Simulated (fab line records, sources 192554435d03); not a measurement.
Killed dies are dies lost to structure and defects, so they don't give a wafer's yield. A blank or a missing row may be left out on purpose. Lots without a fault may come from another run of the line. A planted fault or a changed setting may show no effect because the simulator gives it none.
One fault seen from 2 desks | flow n5_finfet | each desk has only its own numbers; what lay behind them comes last

THE METROLOGY DESK
What the gauges read, lot by lot, whatever tool the lot ran on: means of the sampled wafers that have a number. A lot is out of limits, marked OUT, if its mean lies more than 4 standard deviations from the usual mean; the brackets give that distance.
Columns: A = M9_ILD_THK at N5_BEOL_M9_THK_MEAS_01, usual 268 nm
lot  | first seen here | A
L839 | day 10 04:22    | 266
L842 | day 10 12:10    | 266
L844 | day 11 15:45    | 268
L848 | day 12 20:05    | 271
L850 | day 13 13:53    | 267
L851 | day 14 08:33    | 264
L855 | day 15 01:02    | 269
L861 | day 15 10:17    | 269
L858 | day 15 11:13    | 268
L862 | day 16 06:18    | 268
L860 | day 17 05:38    | 264
This desk's finding: nothing out of limits on any of the 11 lots.

THE TOOL OWNER'S DESK: litho_track-04
The tool's own readings at N5_BEOL_M9_COAT_75 (time 60 s, resist thk 5 nm): means of the sampled wafers that have a number, for each lot that ran on this tool. A lot is out of limits, marked OUT, if its mean lies more than 4 standard deviations from the usual mean; the brackets give that distance.
Columns: A = run_length_s at N5_BEOL_M9_COAT_75, usual 66.02 s
lot  | first seen here | A
L844 | day 11 20:58    | 65.86
L848 | day 13 01:03    | 70.96 (+26) OUT
L850 | day 13 19:04    | 70.84 (+25) OUT
L860 | day 17 07:31    | 65.83
This desk's finding: out of limits on L848, L850; first on L848, day 13 01:03 (run_length_s at N5_BEOL_M9_COAT_75). In limits: L844, L860.

PUT TOGETHER
The tool owner's desk could have raised an alarm at day 13 01:03, on L848, L850.
The metrology desk saw nothing out of limits.
The metrology desk has L848, L850 on record, within its limits.
Of the lots named, all ran N5_BEOL_M9_COAT_75 on litho_track-04.

WHAT THE SIMULATOR HAD PUT IN
Process parameter drift: litho_track-04, from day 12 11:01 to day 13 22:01, at N5_BEOL_M9_COAT_75. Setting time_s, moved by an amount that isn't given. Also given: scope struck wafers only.
Lots struck among those shown: L848, L850.
Hours from the fault's start to each desk's first reading out of limits: the tool owner's desk, 14.
